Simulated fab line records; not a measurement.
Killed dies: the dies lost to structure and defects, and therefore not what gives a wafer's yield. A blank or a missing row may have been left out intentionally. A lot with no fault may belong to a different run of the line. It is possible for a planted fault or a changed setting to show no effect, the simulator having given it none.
A lot that was struck, set against a sound lot :: flow n5 finfet :: 35 steps out of a route of 1938
Sound: these wafers, L608.3, L608.4, L608.6. Struck: wafers L616.1, L616.4, L616.6. Last of all comes the cause.
Each step with rows lists, per side, the tool, then ch with its chambers, then its first start. Under that, the readings that differ: sound wafers :: struck wafers :: difference of the means :: sigmas: that difference in standard deviations of wafers without a fault.
alike: readings with means less than 2 such deviations apart, plus words and numbers identical on both sides. not compared: withheld readings, readings lacking a value on some wafer, bounds such as >300 that could conceal the same value, and numbers that have no deviation in the record and whose values overlap.
The two part at a step that has a row with sigmas, a row that says differs or no value, or rows on one side only. Numbers that have no deviation but don't overlap get no sigmas and don't part them. Lack of a reading on every wafer of one side parts them only where that side has two or more wafers.

first, 9 steps without rows for these wafers: N5_BEOL_M8_ILD_DEP_00 (deposits SiCOH lowk from DEMS/porogen, target thk 179.75 nm, time 33.4 s); N5_BEOL_M8_CURE_74 (cures SiCOH lowk, time 240 s); N5_BEOL_M8_PECVD_70 (deposits SiO2 from TEOS/O2, target thk 20 nm, time 22.7 s); N5_BEOL_M8_HM_DEP_02 (deposits TiN, target thk 20 nm); N5_BEOL_M8_COAT_59 (time 60 s, resist thk 100 nm); N5_BEOL_M8_COAT_60 (time 60 s, resist thk 35 nm); N5_BEOL_M8_COAT_05 (resist thk 90 nm); N5_BEOL_M8_EBR_07; N5_BEOL_M8_SOFTBAKE_06 (time 60 s).
N5_BEOL_M8_EXPOSE_08: exposes mask M8.
  sound on arfi scanner-01 ch 0, day 12 10:48; struck on arfi scanner-01 ch 0, day 14 04:34
reading: exposure dose mJ cm2
sound: 69.4 69.3 69.3
struck: 70.9 70.9 70.9
difference: +1.6
sigmas: +3
  alike: mask, reticle temp C
then, 2 steps without rows for these wafers: N5_BEOL_M8_PEB_09 (peb time 60 s); N5_BEOL_M8_DEVELOP_10 (develop time 30 s).
N5_BEOL_M8_CD_MEAS_11: the cd target is 38.5 nm.
  sound on cd sem-02 ch 0, day 12 10:55; struck on cd sem-03 ch 0, day 14 04:42
reading: cd nm (nm)
sound: 38.6 38.6 38.3
struck: 35.3 35.7 33.9
difference: -3.5
sigmas: -5
then, 1 step without rows for these wafers: N5_BEOL_M8_DESCUM_16 (chemistry O2, time 7.9 s).
N5_BEOL_M8_ETCH_61: etches SiARC in CF4, target depth 45.5 nm, time 75.8 s.
  sound on rie diel-04 ch 0,2,3, day 12 11:03; struck on rie diel-01 ch 2,3, day 14 04:50
reading: model.BEOL_M8.cd offset nm (nm)
sound: 0 0.4 -0.6
struck: -3 -1.8 -4.2
difference: -3
sigmas: 
  alike: drypump motor current A, etch rf on time s, oes product au, rf fwd power W, rf vpp V, showerhead plenum p Torr, throttle valve pct
  not compared: rf hours counter h
then, 3 steps without rows for these wafers: N5_BEOL_M8_ETCH_62 (etches SOC in N2/H2, target depth 110 nm, overetch 22 nm, time 165 s); N5_BEOL_M8_STRIP_68 (strips in N2/H2); N5_BEOL_M8_STRIP_67 (strips in CF4).
N5_BEOL_M8_HM_OPEN_17: chemistry Cl2/BCl3, target TiN, target depth 20 nm, overetch 6 nm.
  sound on rie metal-01 ch 0,1, day 12 11:19; struck on rie metal-03 ch 0,1, day 14 05:05
reading: model.BEOL_M8.cd offset nm (nm)
sound: 0.4 0.6 -0.4
struck: -3.4 -2.2 -4.4
difference: -3.5
sigmas: 
  alike: drypump motor current A, oes product au, rf fwd power W, throttle valve pct
  not compared: rf hours counter h
then, 1 step without rows for these wafers: N5_BEOL_M8_STRIP_19 (strips in O2).
N5_BEOL_M8_CD_MEAS_18: pitch 80 nm, target cd 40 nm.
  struck on cd sem-01, day 14 05:16; sound on cd sem-03, day 12 11:35
reading: cd nm (nm)
sound: 40.6 40.8 39.5
struck: 36.3 37.6 35.8
difference: -3.7
sigmas: -5
then, 13 steps without rows for these wafers: N5_BEOL_M8_COAT_63 (time 60 s, resist thk 60 nm); N5_BEOL_M8_COAT_64 (time 60 s, resist thk 12 nm); N5_BEOL_M8_COAT_71 (time 60 s, resist thk 5 nm); N5_BEOL_M8_COAT_22 (resist thk 30 nm); N5_BEOL_M8_EBR_24; N5_BEOL_M8_SOFTBAKE_23 (time 60 s); N5_BEOL_M8_EXPOSE_25 (exposes mask V7, target cd 40 nm); N5_BEOL_M8_PEB_26 (peb time 60 s); N5_BEOL_M8_DEVELOP_27 (develop time 30 s); N5_BEOL_M8_DESCUM_33 (chemistry O2, time 7 s); N5_BEOL_M8_ETCH_72 (etches underlayer in N2/H2, target depth 6.5 nm, time 5.2 s); N5_BEOL_M8_ETCH_65 (etches SiARC in CF4, target depth 15.6 nm, time 26 s); N5_BEOL_M8_ETCH_66 (etches SOC in N2/H2, target depth 80 nm, overetch 16 nm, time 120 s).
-- record jumps: 2 days separate the struck wafers' starts on either side; left off in module BEOL_M8, taken up again in module BEOL_M15, whose first shown step is the route's number 1830 --
N5_BEOL_M15_RC_MEAS_101:
  sound on prober-01 ch 0, day 14 13:55; struck on prober-01 ch 0, day 16 13:07
reading: SERP_M6 (ohm/um)
sound: 12.8 13.3 12.8
struck: 14.9 14.4 15.1
difference: +1.8
sigmas: +2

reading: SERP_M8 (ohm/um)
sound: 13.5 13.3 13.6
struck: 17.3 15.8 18.0
difference: +3.6
sigmas: +5

reading: SERP_M8_max_site (ohm/um)
sound: 14.2 14.0 14.5
struck: 17.8 16.5 18.7
difference: +3.4
sigmas: +4
  alike: COMB_M10, COMB_M11, COMB_M12, COMB_M13, COMB_M14, COMB_M15, COMB_M5, COMB_M6, COMB_M7, COMB_M8, COMB_M9, SERP_M10, SERP_M11, SERP_M12, SERP_M13, SERP_M14, SERP_M5, SERP_M7, SERP_M9

== WHERE THEY PART ==
First at N5_BEOL_M8_EXPOSE_08; last, within this record, at N5_BEOL_M15_RC_MEAS_101.

WHY: what had been put in by the simulator
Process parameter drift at N5_BEOL_M8_EXPOSE_08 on arfi scanner-01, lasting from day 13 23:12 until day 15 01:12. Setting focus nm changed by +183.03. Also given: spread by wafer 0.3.
